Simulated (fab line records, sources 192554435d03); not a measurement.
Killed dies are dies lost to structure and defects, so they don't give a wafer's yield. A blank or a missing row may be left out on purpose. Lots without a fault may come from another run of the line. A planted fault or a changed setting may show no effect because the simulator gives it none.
fab line records | flow n5_finfet
record lots=10 wafers=30 last_day=18
route steps=1938 shown SD_EPI_P@314 BEOL_M4@1095 BEOL_M5@1112 PASSIVATION@1936
lots that met no fault: from a run of the same line without faults
start_h: hours from the record's first day to the start of the lot's first wafer shown | wait_h: hours since the lot's step before | " the same as in the row above | L1.1+2: a row that stands for several wafers | - no value, or no start given | * or withheld: withheld | < > ~ a bound
route shown NAME@n: a module of which the file shows steps, and the number in the route of the first | usual: mean/standard deviation of fault-free wafers | same: alike in all rows | chamber/n: place in a boat | sites: the reading at each site | _std_site: their standard deviation | _edge_site: outer sites' mean less inner sites' | radius_mm: how far each site lies from the wafer's centre | mask NAME#n: copy n | behind: the tool/chamber that last shaped the wafer | hold: why the lot was held/for how many hours/how that ended | device: the transistor (n, p or np) that didn't switch | end of line: the same wafers' tests at the end of the route | a step without rows: its recipe alone | killed: dies lost to structure and defects at the first sort, not the wafer's yield | map: a wafer's dies, x killed, . not, _ none there
set.NAME: the setting as run; set.NAME@STEP: as run at that earlier step | model.NAME: the simulator's own value behind a step, which no gauge read
steps of the route over a sample of lots; a table a step, a row a wafer
services: from which hour (start_h, from the record's first day; less than 0 if before it) a tool's chamber was out of use, for how many hours, and why
## steps
# step N5_SD_EPI_P_SD_RECESS_17
# recipe chemistry=HBr/Cl2/O2 target_depth_a=391 bt_time_s=3 pressure_mtorr=10 icp_w=800 bias_w=112 HBr_flow_sccm=150 Cl2_flow_sccm=80 O2_flow_sccm=12
# usual drypump_motor_current_A=5.9/0.5 oes_product_au=1.007/0.016 throttle_valve_pct=37.07/0.23
# columns lot.wafer tool chamber start_h wait_h drypump_motor_current_A oes_product_au rf_hours_counter_h throttle_valve_pct
L200.4 rie_si-03 2 53.49 0.1 6.4 0.996 - 36.95
L200.5 " 3 " " 5.1 0.995 - 37.03
L200.6 " 0 " " 6.7 1.018 - 37.48
L201.2 rie_si-03 2 59.67 0.0 6.4 1.000 10 36.95
L201.3 " 0 " " 6.7 1.026 113 37.47
L201.4 " 0 " " 6.7 1.012 - 37.48
L204.3 rie_si-02 2 87.20 0.0 5.4 0.977 57 36.55
L204.4 " 0 " " 5.9 1.003 93 37.00
L204.5 " 0 " " 5.9 0.997 - 37.01
L209.2 rie_si-05 2 113.99 0.0 6.1 1.022 147 37.01
L209.4 " 3 " " 5.9 1.015 92 37.19
L209.5 " 0 " " 6.0 1.026 - 37.10
L207.2 rie_si-03 3 116.57 0.0 5.1 0.996 47 37.04
L207.4 " 1 " " 6.4 1.025 1 36.70
L207.6 " 0 " " 6.8 1.019 - 37.48
L210.2 rie_si-02 3 117.47 0.0 6.0 0.994 16 37.11
L210.4 " 3 " " 5.9 0.996 - 37.10
L210.5 " 2 " " 5.4 0.968 - 36.55
L217.1 rie_si-03 0 158.01 0.0 6.8 1.015 115 37.48
L217.5 " 2 " " 6.4 0.998 - 36.95
L217.6 " 1 " " 6.4 1.026 - 36.72
L218.1 rie_si-03 3 163.36 0.0 5.1 0.990 47 37.04
L218.3 " 0 " " 6.8 1.024 115 37.48
L218.6 " 0 " " 6.8 1.022 - 37.49
L222.1 rie_si-05 1 190.91 0.0 5.2 0.992 96 37.37
L222.3 " 3 " " 5.9 1.016 93 37.18
L222.5 " 1 " " 5.2 0.984 - 37.37
L223.2 rie_si-02 3 197.70 0.0 5.9 0.990 17 37.10
L223.3 " 0 " " 5.9 1.007 95 36.99
L223.4 " 2 " " 5.4 0.976 59 36.56
# step N5_BEOL_M4_ANNEAL_91
# recipe temp_c=400 time_s=240 ambient=vacuum
# usual heater_power_w=809/81
# columns lot.wafer tool chamber start_h wait_h heater_power_w
L200.4 pvd_sputter-01 - 165.28 0.0 772
L200.5 " - " " 964
L200.6 " - " " 750
L201.2 pvd_sputter-03 - 184.97 0.0 760
L201.3 " - " " 666
L201.4 " - " " 941
L204.3 pvd_sputter-03 - 205.56 0.0 843
L204.4 " - " " 642
L204.5 " - " " 848
L207.2 pvd_sputter-01 - 229.13 0.0 760
L207.4 " - " " 782
L207.6 " - " " 816
L209.2 pvd_sputter-03 - 233.47 0.0 874
L209.4 " - " " 741
L209.5 " - " " 935
L210.2 pvd_sputter-01 - 236.50 0.0 796
L210.4 " - " " 794
L210.5 " - " " 752
L217.1 pvd_sputter-02 - 281.92 0.0 789
L217.5 " - " " 848
L217.6 " - " " 739
L218.1 pvd_sputter-02 - 286.70 0.0 791
L218.3 " - " " 744
L218.6 " - " " 873
L222.1 pvd_sputter-01 - 294.04 0.0 793
L222.3 " - " " 771
L222.5 " - " " 975
L223.2 pvd_sputter-02 - 326.70 0.0 750
L223.3 " - " " 808
L223.4 " - " " 873
# step N5_BEOL_M4_CO_CAP_55
# recipe material=Co target_thk_a=20 temp_c=200 precursor=CCTBA/H2 pressure_torr=30 time_s=102.1
# usual heater_power_w=219/23
# columns lot.wafer tool chamber start_h wait_h heater_power_w
L200.4 cvd_co-02 2 166.76 0.0 258
L200.5 " 0 " " 225
L200.6 " 1 " " 193
L201.2 cvd_co-01 2 186.42 0.0 203
L201.3 " 1 " " 205
L201.4 " 0 " " 222
L204.3 cvd_co-02 0 207.01 0.0 223
L204.4 " 2 " " 257
L204.5 " 0 " " 229
L207.2 cvd_co-01 0 230.57 0.0 230
L207.4 " 1 " " 207
L207.6 " 0 " " 233
L209.2 cvd_co-01 0 235.29 0.0 229
L209.4 " 2 " " 199
L209.5 " 0 " " 232
L210.2 cvd_co-02 2 238.34 0.0 259
L210.4 " 2 " " 253
L210.5 " 0 " " 229
L217.1 cvd_co-01 0 283.91 0.0 238
L217.5 " 0 " " 227
L217.6 " 2 " " 201
L218.1 cvd_co-02 2 288.24 0.0 252
L218.3 " 2 " " 260
L218.6 " 1 " " 198
L222.1 cvd_co-02 2 295.49 0.0 256
L222.3 " 0 " " 234
L222.5 " 0 " " 230
L223.2 cvd_co-02 0 328.16 0.0 229
L223.3 " 2 " " 256
L223.4 " 2 " " 254
# step N5_BEOL_M4_RC_MEAS_101
# usual CJ_P=5.83/0.21 DIBL_N=36.1/1.6 DIBL_P=36.6/1.9 IOFF_N=0.160/0.026 IOFF_P=0.210/0.028 ION_N=677/10 ION_P=464/6.9 REXT_P=100.9/2.5 SS_N=71.4/0.56 SS_P=73.3/0.61 VT_N=249.1/2.6 VT_P=-250/3.3 VT_P_LVT=-98.3/2.6
# columns lot.wafer tool chamber start_h wait_h CJ_P DIBL_N[mV/V] DIBL_P[mV/V] IOFF_N[nA/um] IOFF_P[nA/um] ION_N[uA/um] ION_P[uA/um] REXT_P[ohm.um] SS_N[mV/dec] SS_P[mV/dec] VT_N[mV] VT_P[mV] VT_P_LVT[mV]
L200.4 prober-01 0 167.43 0.5 5.38 36.5 35.3 0.142 0.179 670 466 99.4 71.4 73.5 250.7 -255 -102.7
L200.5 " 0 " " 5.64 38.0 38.2 0.173 0.216 682 468 99.6 71.7 74.4 249.5 -250 -100.9
L200.6 " 0 " " 5.26 36.2 35.1 0.145 0.173 679 460 99.4 71.7 73.0 250.8 -255 -103.3
L201.2 prober-01 0 186.81 0.2 5.48 37.3 38.1 0.174 0.238 687 473 100.9 71.9 73.8 250.0 -248 -97.0
L201.3 " 0 " " 5.89 34.0 33.5 0.107 0.166 657 455 101.5 71.0 72.6 256.2 -255 -101.2
L201.4 " 0 " " 5.42 35.0 34.0 0.120 0.170 663 458 102.2 70.8 73.5 253.8 -254 -102.7
L204.3 prober-02 0 207.55 0.3 5.80 35.6 36.2 0.157 0.204 668 458 102.7 71.2 73.5 250.6 -252 -97.8
L204.4 " 0 " " 5.62 34.9 35.3 0.144 0.190 678 466 103.7 70.7 73.0 251.0 -250 -97.7
L204.5 " 0 " " 5.40 33.4 33.9 0.128 0.175 662 460 102.9 71.4 72.2 250.9 -254 -98.2
L207.2 prober-02 0 231.25 0.5 5.92 36.6 36.8 0.179 0.247 688 478 99.2 71.8 73.4 246.2 -246 -95.9
L207.4 " 0 " " 5.78 36.2 37.2 0.175 0.250 684 467 99.2 71.8 74.1 246.8 -247 -95.2
L207.6 " 0 " " 5.60 36.5 36.4 0.178 0.242 692 470 100.3 71.5 73.8 245.6 -246 -96.0
L209.2 prober-01 0 235.68 0.2 5.95 37.0 36.2 0.134 0.190 681 463 101.3 71.4 73.1 250.9 -253 -101.5
L209.4 " 0 " " 5.77 37.7 36.5 0.139 0.178 664 456 105.1 71.0 72.9 251.3 -252 -102.6
L209.5 " 0 " " 5.77 36.6 34.9 0.134 0.172 663 460 104.5 70.8 73.1 252.4 -254 -103.1
L210.2 prober-02 0 238.73 0.2 5.72 37.1 38.9 0.188 0.238 682 469 103.3 71.4 73.8 248.1 -248 -96.1
L210.4 " 0 " " 5.58 33.0 33.9 0.120 0.171 656 458 101.8 70.5 72.0 250.7 -250 -100.2
L210.5 " 0 " " 5.78 33.2 33.5 0.129 0.158 666 454 104.7 70.8 72.4 251.3 -256 -101.8
L217.1 prober-01 0 284.15 0.0 4.02 37.3 36.9 0.190 0.155 691 410 110.2 72.7 73.1 250.1 -258 -107.1
L217.5 " 0 " " 6.13 38.5 41.1 0.215 0.266 694 470 97.4 72.8 73.8 246.7 -249 -96.2
L217.6 " 0 " " 6.02 37.3 39.1 0.184 0.224 680 460 98.0 72.4 72.9 249.1 -251 -98.1
L218.1 prober-01 0 288.51 0.0 5.68 34.1 34.9 0.142 0.167 681 456 100.9 71.6 73.3 250.8 -255 -102.2
L218.3 " 0 " " 3.57 37.0 37.0 0.183 0.154 687 404 110.0 72.4 73.7 250.0 -259 -107.3
L218.6 " 0 " " 3.28 34.3 33.9 0.139 0.129 666 403 109.7 71.3 73.2 252.7 -261 -109.3
L222.1 prober-02 0 295.72 0.0 5.92 35.4 33.3 0.125 0.197 661 459 102.1 71.2 73.2 252.5 -250 -101.0
L222.3 " 0 " " 6.01 34.4 33.6 0.127 0.199 671 469 102.5 70.7 73.0 251.0 -249 -100.9
L222.5 " 0 " " 6.02 36.7 35.4 0.148 0.233 662 463 101.3 71.7 73.4 249.6 -249 -99.1
L223.2 prober-02 0 328.55 0.2 5.83 35.3 35.8 0.152 0.208 679 467 99.6 72.3 73.2 248.8 -248 -95.5
L223.3 " 0 " " 5.80 34.2 35.1 0.135 0.202 671 462 98.6 71.0 72.5 247.0 -249 -94.1
L223.4 " 0 " " 5.89 36.9 38.2 0.194 0.246 687 473 99.9 71.9 73.0 243.7 -244 -94.2
# step N5_BEOL_M5_ILD_DEP_00
# recipe material=SiCOH_lowk target_thk_a=1406.4 temp_c=300 precursor=DEMS/porogen pressure_torr=5 rf_w=500 time_s=25.9
# usual heater_power_w=328/53 showerhead_plenum_p_Torr=5.744/0.021 showerhead_vpp_V=1415/75 throttle_valve_pct=13.7/0.84
# columns lot.wafer tool chamber start_h wait_h heater_power_w showerhead_plenum_p_Torr showerhead_vpp_V throttle_valve_pct
L200.4 pecvd-02 2 167.94 0.4 318 5.737 1538 12.7
L200.5 " 1 " " 344 5.727 1461 15.3
L200.6 " 0 " " 292 5.759 1440 13.5
L201.2 pecvd-02 2 187.61 0.7 315 5.766 1456 12.8
L201.3 " 1 " " 362 5.711 1485 14.9
L201.4 " 2 " " 322 5.752 1504 12.7
L204.3 pecvd-02 1 208.23 0.5 312 5.700 1464 15.0
L204.4 " 0 " " 348 5.766 1428 13.6
L204.5 " 1 " " 312 5.710 1477 15.0
L207.2 pecvd-04 0 232.06 0.7 237 5.749 1243 13.5
L207.4 " 0 " " 247 5.743 1263 13.2
L207.6 " 1 " " 303 5.727 1392 13.6
L209.2 pecvd-04 0 236.48 0.7 250 5.737 1278 13.1
L209.4 " 1 " " 288 5.715 1371 13.5
L209.5 " 0 " " 257 5.752 1243 13.5
L210.2 pecvd-02 1 239.54 0.7 332 5.723 1473 15.1
L210.4 " 1 " " 335 5.703 1467 15.0
L210.5 " 0 " " 338 5.767 1411 13.7
L217.1 pecvd-04 0 285.11 0.8 253 5.748 1259 12.5
L217.5 " 0 " " 264 5.748 1257 12.5
L217.6 " 1 " " 318 5.724 1367 13.7
L218.1 pecvd-04 2 289.47 0.8 327 5.746 1437 13.7
L218.3 " 1 " " 319 5.723 1382 13.7
L218.6 " 1 " " 246 5.733 1371 13.6
L222.1 pecvd-01 2 296.68 0.8 460 5.739 1444 14.9
L222.3 " 2 " " 453 5.735 1430 15.2
L222.5 " 2 " " 468 5.732 1444 15.0
L223.2 pecvd-01 2 329.37 0.7 402 5.741 1434 14.9
L223.3 " 1 " " 409 5.765 1540 13.9
L223.4 " 1 " " 407 5.776 1530 13.7
# step N5_PASSIVATION_PROBE_49
# usual defect_limited_yield=91.3/1.5 killed_at_M0_to_M3=34/10 killed_at_M4_up=13/4.9 killed_at_contacts=13/6.1 killed_at_front_end=39/13 killed_at_other=4.1/2.7 killed_dies=103/18 killed_open=68/13 killed_short=32/7.6 sort_bin_5_function=5.2/1 sort_bin_6_memory=3.2/0.75 sort_bin_8_speed=0/0 sort_n_pass=1077/18 sort_yield_pct=91.3/1.5
# same gross_dies=1180 killed_at_back_side=0 sort_bin_4_leakage[%]=0
# columns lot.wafer tool chamber start_h wait_h defect_limited_yield[%] killed_at_M0_to_M3 killed_at_M4_up killed_at_contacts killed_at_front_end killed_at_other killed_dies killed_open killed_short sort_bin_5_function[%] sort_bin_6_memory[%] sort_bin_8_speed[%] sort_n_pass sort_yield_pct[%]
L200.4 prober-02 - 264.17 0.2 90.9 28 20 14 42 3 107 71 33 5.3 3.6 0 1073 90.9
L200.5 prober-02 - 264.22 0.2 91.4 17 15 12 55 3 102 56 39 5.3 2.9 0 1078 91.4
L200.6 prober-02 - 264.27 0.3 94.3 26 11 9 19 2 67 52 14 3.4 2.1 0 1113 94.3
L201.2 prober-02 - 278.90 1.0 91.2 30 12 7 53 2 104 69 32 4.6 3.7 0 1076 91.2
L201.3 prober-02 - 278.95 1.0 91.6 38 7 8 43 3 99 61 35 5.3 2.8 0 1081 91.6
L201.4 prober-02 - 279.00 1.1 92.7 29 8 15 30 4 86 71 15 3.6 3.4 0 1094 92.7
L204.3 prober-01 - 313.25 0.1 92.0 33 7 9 35 10 94 58 34 4.0 3.6 0 1086 92.0
L204.4 prober-01 - 313.30 0.2 92.6 30 14 7 31 5 87 51 27 3.9 3.1 0 1093 92.6
L204.5 prober-01 - 313.35 0.2 90.4 43 10 9 39 12 113 77 30 6.6 2.7 0 1067 90.4
L209.2 prober-01 - 334.97 0.1 90.3 45 14 9 42 5 115 71 37 5.6 3.9 0 1065 90.3
L209.4 prober-01 - 335.07 0.2 89.4 44 13 14 45 9 125 68 52 5.2 4.7 0 1055 89.4
L209.5 prober-01 - 335.12 0.2 92.6 41 16 5 22 3 87 57 28 4.1 3.1 0 1093 92.6
L207.2 prober-01 - 339.58 0.1 89.2 19 10 21 73 5 128 90 35 6.5 3.9 0 1052 89.2
L207.4 prober-01 - 339.68 0.2 89.8 17 11 27 64 1 120 86 33 6.2 3.7 0 1060 89.8
L207.6 prober-01 - 339.78 0.3 86.7 29 9 28 88 3 157 109 47 7.3 5.6 0 1023 86.7
L210.2 prober-02 - 345.38 0.1 91.2 41 15 11 30 7 104 67 34 4.9 3.6 0 1076 91.2
L210.4 prober-02 - 345.48 0.2 91.4 31 13 16 37 5 102 67 31 5.3 3.1 0 1078 91.4
L210.5 prober-02 - 345.53 0.2 91.0 52 10 12 29 3 106 61 42 5.8 3.0 0 1074 91.0
L217.1 prober-01 - 385.05 0.0 88.4 35 8 21 68 5 137 100 35 7.1 4.1 87.37 12 1.0
L217.5 prober-01 - 385.25 0.2 91.1 48 11 7 38 1 105 72 32 5.8 2.9 0 1075 91.1
L217.6 prober-01 - 385.30 0.3 90.3 48 16 21 22 8 115 72 39 6.1 3.0 0 1065 90.3
L222.1 prober-01 - 398.97 0.0 91.4 32 6 18 38 7 101 63 35 5.3 2.7 0 1079 91.4
L222.3 prober-01 - 399.07 0.1 93.0 29 15 4 27 8 83 64 19 3.6 3.2 0 1097 93.0
L222.5 prober-01 - 399.17 0.2 90.8 23 11 10 55 10 109 66 41 6.2 2.7 0 1071 90.8
L218.1 prober-02 - 399.90 0.0 92.9 22 11 9 36 6 84 56 25 4.4 2.5 0 1096 92.9
L218.3 prober-02 - 400.00 0.1 90.6 40 23 16 27 5 111 82 29 6.2 3.1 90.59 0 0
L218.6 prober-02 - 400.15 0.3 91.8 36 21 7 29 4 97 69 26 5.6 2.5 91.78 0 0
L223.2 prober-02 - 434.12 0.1 91.9 33 22 9 27 4 95 71 22 4.9 2.9 0 1085 91.9
L223.3 prober-02 - 434.17 0.1 92.3 30 16 12 30 3 91 64 23 5.3 2.2 0 1089 92.3
L223.4 prober-02 - 434.22 0.2 90.3 48 14 10 32 11 115 74 39 6.1 3.3 0 1065 90.3
# killed by level:class
L200.4 BEOL_M4:geometric_particle:open=11 FIN_SAQP:geometric_particle:short=10 STI_FIN_REVEAL:geometric_particle:open=10 MOL_CONTACT_COAG:geometric_particle:open=8 BEOL_M1:geometric_particle:open=7 BEOL_M3:geometric_particle:open=7 MOL_CONTACT_COAG:geometric_particle:short=6 BEOL_M0_SAQP:geometric_particle:open=5
L200.5 STI_FIN_REVEAL:geometric_particle:open=10 FIN_SAQP:geometric_particle:short=8 MOL_CONTACT_COAG:geometric_particle:open=8 STI_FIN_REVEAL:geometric_particle:short=7 BEOL_M4:geometric_particle:open=6 FIN_SAQP:geometric_particle:open=5 BEOL_M0_SAQP:geometric_particle:open=4 GATE_CUT:geometric_particle:short=4
L200.6 BEOL_M3:geometric_particle:open=10 MOL_CONTACT_COAG:geometric_particle:open=8 FIN_SAQP:geometric_particle:open=6 BEOL_M0_SAQP:geometric_particle:open=6 STI_FIN_REVEAL:geometric_particle:open=3 BEOL_M2:geometric_particle:open=3 BEOL_M4:geometric_particle:open=3 BEOL_M0_SAQP:geometric_particle:short=2
L201.2 STI_FIN_REVEAL:geometric_particle:open=22 FIN_SAQP:geometric_particle:open=11 BEOL_M0_SAQP:geometric_particle:short=10 MOL_CONTACT_COAG:geometric_particle:open=7 BEOL_M2:geometric_particle:open=6 FIN_SAQP:geometric_particle:short=5 BEOL_M0_SAQP:geometric_particle:open=5 BEOL_M4:geometric_particle:short=4
L201.3 FIN_SAQP:geometric_particle:short=11 FIN_SAQP:geometric_particle:open=11 BEOL_M3:geometric_particle:open=10 BEOL_M2:geometric_particle:open=10 BEOL_M0_SAQP:geometric_particle:short=7 DUMMY_GATE:geometric_particle:open=6 MOL_CONTACT_COAG:geometric_particle:open=6 STARTING-WAFER:geometric_particle:short=6
L201.4 MOL_CONTACT_COAG:geometric_particle:open=14 BEOL_M3:geometric_particle:open=14 STI_FIN_REVEAL:geometric_particle:open=8 GATE_CUT:geometric_particle:short=5 BEOL_M2:geometric_particle:open=5 FIN_SAQP:geometric_particle:short=4 FIN_SAQP:geometric_particle:open=4 BEOL_M4:geometric_particle:open=4
L204.3 BEOL_M0_SAQP:geometric_particle:short=11 BEOL_M1:geometric_particle:open=8 FIN_SAQP:geometric_particle:short=7 MOL_CONTACT_COAG:geometric_particle:open=7 FIN_SAQP:geometric_particle:open=5 GATE_CUT:geometric_particle:open=5 GATE_CUT:geometric_particle:short=5 BEOL_M0_SAQP:geometric_particle:open=5
L204.4 FIN_SAQP:geometric_particle:open=9 BEOL_M0_SAQP:geometric_particle:open=8 BEOL_M0_SAQP:geometric_particle:short=7 MOL_CONTACT_COAG:geometric_particle:open=6 GATE_CUT:geometric_particle:short=5 BEOL_M4:geometric_particle:open=5 HKMG_FIN:area_etch=5 BEOL_M3:geometric_particle:open=4
L204.5 FIN_SAQP:geometric_particle:open=20 BEOL_M0_SAQP:geometric_particle:open=15 BEOL_M0_SAQP:geometric_particle:short=9 BEOL_M2:geometric_particle:open=7 FIN_SAQP:geometric_particle:short=6 MOL_CONTACT_COAG:geometric_particle:open=6 MOL_CONTACT_COAG:geometric_particle:short=3 BEOL_M4:geometric_particle:open=3
L209.2 BEOL_M0_SAQP:geometric_particle:short=11 BEOL_M1:geometric_particle:open=9 BEOL_M2:geometric_particle:open=8 STARTING-WAFER:geometric_particle:open=6 STI_FIN_REVEAL:geometric_particle:open=5 MOL_CONTACT_COAG:geometric_particle:open=5 FIN_SAQP:geometric_particle:open=4 DUMMY_GATE:geometric_particle:open=4
L209.4 BEOL_M0_SAQP:geometric_particle:short=18 FIN_SAQP:geometric_particle:short=17 MOL_CONTACT_COAG:geometric_particle:open=11 FIN_SAQP:geometric_particle:open=7 BEOL_M0_SAQP:geometric_particle:open=7 STARTING-WAFER:geometric_particle:short=6 BEOL_M4:geometric_particle:open=6 BEOL_M1:geometric_particle:open=5
L209.5 BEOL_M1:geometric_particle:open=10 BEOL_M0_SAQP:geometric_particle:open=8 FIN_SAQP:geometric_particle:short=6 BEOL_M4:geometric_particle:open=6 FIN_SAQP:geometric_particle:open=5 MOL_CONTACT_COAG:geometric_particle:open=5 BEOL_M0_SAQP:geometric_particle:short=5 BEOL_M2:geometric_particle:open=5
L207.2 STI_FIN_REVEAL:geometric_particle:open=36 MOL_CONTACT_COAG:geometric_particle:open=18 FIN_SAQP:geometric_particle:open=10 STI_FIN_REVEAL:geometric_particle:short=8 BEOL_M0_SAQP:geometric_particle:open=5 BEOL_M1:geometric_particle:open=4 BEOL_M4:geometric_particle:open=4 STARTING-WAFER:geometric_particle:short=4
L207.4 STI_FIN_REVEAL:geometric_particle:open=30 MOL_CONTACT_COAG:geometric_particle:open=20 MOL_CONTACT_COAG:geometric_particle:short=7 FIN_SAQP:geometric_particle:open=6 GATE_CUT:geometric_particle:short=6 BEOL_M0_SAQP:geometric_particle:short=5 BEOL_M0_SAQP:geometric_particle:open=5 FIN_SAQP:geometric_particle:short=4
L207.6 STI_FIN_REVEAL:geometric_particle:open=27 MOL_CONTACT_COAG:geometric_particle:open=17 FIN_SAQP:geometric_particle:open=12 STI_FIN_REVEAL:geometric_particle:short=12 MOL_CONTACT_COAG:geometric_particle:short=11 FIN_SAQP:geometric_particle:short=8 GATE_CUT:geometric_particle:open=8 BEOL_M1:geometric_particle:open=7
L210.2 MOL_CONTACT_COAG:geometric_particle:open=9 BEOL_M1:geometric_particle:open=8 BEOL_M0_SAQP:geometric_particle:open=7 BEOL_M0_SAQP:geometric_particle:short=7 FIN_SAQP:geometric_particle:short=6 STI_FIN_REVEAL:geometric_particle:open=6 BEOL_M3:geometric_particle:open=6 GATE_CUT:geometric_particle:short=4
L210.4 MOL_CONTACT_COAG:geometric_particle:open=13 BEOL_M0_SAQP:geometric_particle:short=9 BEOL_M1:geometric_particle:open=8 BEOL_M4:geometric_particle:open=8 FIN_SAQP:geometric_particle:short=7 DUMMY_GATE:geometric_particle:open=6 FIN_SAQP:geometric_particle:open=5 GATE_CUT:geometric_particle:open=5
L210.5 BEOL_M0_SAQP:geometric_particle:open=13 BEOL_M3:geometric_particle:open=12 BEOL_M0_SAQP:geometric_particle:short=11 BEOL_M1:geometric_particle:open=9 STI_FIN_REVEAL:geometric_particle:open=6 MOL_CONTACT_COAG:geometric_particle:open=6 MOL_CONTACT_COAG:geometric_particle:short=6 STARTING-WAFER:geometric_particle:short=5
L217.1 STI_FIN_REVEAL:geometric_particle:open=26 MOL_CONTACT_COAG:geometric_particle:open=20 FIN_SAQP:geometric_particle:open=9 STI_FIN_REVEAL:geometric_particle:short=7 FIN_SAQP:geometric_particle:short=6 BEOL_M1:geometric_particle:open=6 BEOL_M0_SAQP:geometric_particle:open=6 DUMMY_GATE:geometric_particle:open=5
L217.5 BEOL_M0_SAQP:geometric_particle:open=18 FIN_SAQP:geometric_particle:open=8 BEOL_M0_SAQP:geometric_particle:short=8 BEOL_M1:geometric_particle:open=8 FIN_SAQP:geometric_particle:short=7 STI_FIN_REVEAL:geometric_particle:open=7 MOL_CONTACT_COAG:geometric_particle:open=5 BEOL_M2:geometric_particle:open=5
L217.6 MOL_CONTACT_COAG:geometric_particle:open=14 BEOL_M3:geometric_particle:open=11 BEOL_M1:geometric_particle:open=9 BEOL_M2:geometric_particle:open=9 BEOL_M0_SAQP:geometric_particle:short=8 BEOL_M4:geometric_particle:open=8 MOL_CONTACT_COAG:geometric_particle:short=6 BEOL_M0_SAQP:geometric_particle:open=6
L222.1 MOL_CONTACT_COAG:geometric_particle:open=12 BEOL_M2:geometric_particle:open=9 BEOL_M3:geometric_particle:open=7 BEOL_M0_SAQP:geometric_particle:short=6 BEOL_M1:geometric_particle:open=6 FIN_SAQP:geometric_particle:open=5 STI_FIN_REVEAL:geometric_particle:open=5 DUMMY_GATE:geometric_particle:open=5
L222.3 BEOL_M1:geometric_particle:open=9 BEOL_M4:geometric_particle:open=8 FIN_SAQP:geometric_particle:open=7 STI_FIN_REVEAL:geometric_particle:open=5 BEOL_M3:geometric_particle:open=5 BEOL_M2:geometric_particle:open=4 DUMMY_GATE:geometric_particle:open=3 MOL_CONTACT_COAG:geometric_particle:open=3
L222.5 STI_FIN_REVEAL:geometric_particle:open=16 FIN_SAQP:geometric_particle:short=11 FIN_SAQP:geometric_particle:open=10 GATE_CUT:geometric_particle:short=7 MOL_CONTACT_COAG:geometric_particle:open=7 BEOL_M0_SAQP:geometric_particle:open=6 BEOL_M2:geometric_particle:open=5 BEOL_M4:geometric_particle:open=5
L218.1 STI_FIN_REVEAL:geometric_particle:open=11 FIN_SAQP:geometric_particle:open=8 MOL_CONTACT_COAG:geometric_particle:open=7 BEOL_M1:geometric_particle:open=4 GATE_CUT:geometric_particle:short=4 BEOL_M2:geometric_particle:open=4 BEOL_M3:geometric_particle:open=4 STARTING-WAFER:geometric_particle:short=4
L218.3 BEOL_M3:geometric_particle:open=24 MOL_CONTACT_COAG:geometric_particle:open=12 BEOL_M4:geometric_particle:open=11 STI_FIN_REVEAL:geometric_particle:open=8 BEOL_M4:geometric_particle:short=5 STARTING-WAFER:geometric_particle:open=5 MOL_CONTACT_COAG:geometric_particle:short=4 BEOL_M0_SAQP:geometric_particle:open=4
L218.6 BEOL_M4:geometric_particle:open=12 BEOL_M3:geometric_particle:open=10 BEOL_M2:geometric_particle:open=9 STI_FIN_REVEAL:geometric_particle:open=6 MOL_CONTACT_COAG:geometric_particle:open=6 FIN_SAQP:geometric_particle:short=4 GATE_CUT:geometric_particle:short=4 BEOL_M0_SAQP:geometric_particle:open=4
L223.2 BEOL_M4:geometric_particle:open=13 BEOL_M0_SAQP:geometric_particle:open=8 BEOL_M1:geometric_particle:open=8 DUMMY_GATE:geometric_particle:open=7 MOL_CONTACT_COAG:geometric_particle:open=7 BEOL_M2:geometric_particle:short=5 FIN_SAQP:geometric_particle:short=4 STI_FIN_REVEAL:geometric_particle:open=4
L223.3 MOL_CONTACT_COAG:geometric_particle:open=11 BEOL_M1:geometric_particle:open=10 FIN_SAQP:geometric_particle:short=6 STI_FIN_REVEAL:geometric_particle:open=5 DUMMY_GATE:geometric_particle:open=5 BEOL_M2:geometric_particle:open=5 BEOL_M3:geometric_particle:open=4 BEOL_M4:geometric_particle:open=4
L223.4 BEOL_M1:geometric_particle:open=11 BEOL_M0_SAQP:geometric_particle:open=10 MOL_CONTACT_COAG:geometric_particle:open=9 BEOL_M3:geometric_particle:open=7 FIN_SAQP:geometric_particle:short=6 FIN_SAQP:geometric_particle:open=5 BEOL_M1:geometric_particle:short=5 STARTING-WAFER:geometric_particle:open=5
## services
# columns tool chamber start_h hours kind
rie_si-02 - 61.00 14.6 pm
pecvd-04 - 81.78 0.9 repair
cvd_co-02 - 91.91 0.5 repair
pecvd-01 - 104.10 0.7 repair
rie_si-02 1 111.45 8.4 repair
rie_si-02 - 124.75 2.8 pm
cvd_co-02 - 125.53 1.3 repair
cvd_co-01 - 142.56 2.3 repair
pecvd-02 - 156.60 0.3 repair
pvd_sputter-03 - 160.97 3.8 repair
cvd_co-02 2 172.43 19.2 repair
pvd_sputter-01 - 196.31 1.0 repair
rie_si-02 0 226.76 8.1 repair
pecvd-04 0 238.16 8.0 repair
cvd_co-02 - 244.38 6.9 pm
rie_si-02 - 264.48 0.2 repair
rie_si-03 - 269.28 1.3 repair
cvd_co-02 0 276.16 15.7 repair
cvd_co-02 - 281.38 2.8 pm
cvd_co-02 1 298.47 8.3 repair
pvd_sputter-01 - 302.73 1.0 repair
cvd_co-02 - 309.53 1.8 repair
pvd_sputter-02 - 321.35 3.9 repair
cvd_co-01 1 321.41 18.7 repair
## key
first_sign step=N5_BEOL_M4_RC_MEAS_101 reading=CJ_P direction=down sigmas=11 usual=5.83 struck=3.62
effect step=N5_BEOL_M4_RC_MEAS_101 reading=ION_P direction=down sigmas=8.5 usual=464 struck=405
effect step=N5_BEOL_M4_RC_MEAS_101 reading=VT_P_LVT direction=down sigmas=3.7 usual=-98.3 struck=-107.9
effect step=N5_BEOL_M4_RC_MEAS_101 reading=REXT_P direction=up sigmas=3.6 usual=100.9 struck=110.0
effect step=N5_BEOL_M4_RC_MEAS_101 reading=VT_P direction=down sigmas=2.8 usual=-250 struck=-259
effect step=N5_BEOL_M4_RC_MEAS_101 reading=IOFF_P direction=down sigmas=2.3 usual=0.210 struck=0.146 wafers_moved=2
effect step=N5_PASSIVATION_PROBE_49 reading=sort_bin_8_speed direction=up sigmas=99+ usual=0 struck=89.92
met_at N5_SD_EPI_P_SD_RECESS_17
struck_lots L217,L218
struck_wafers L217.1,L218.3,L218.6
not_acting_at N5_BEOL_M4_ANNEAL_91,N5_BEOL_M4_CO_CAP_55,N5_BEOL_M5_ILD_DEP_00
onset_between 116.57 158.01
fault kind=process_parameter_drift tool=rie_si-03 chamber=0 onset_h=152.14 steps=N5_SD_EPI_P_SD_RECESS_17 channel=target_depth_a offset=-96.725 shape=step end_h=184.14 acts_in=these_recipes_only stated=391
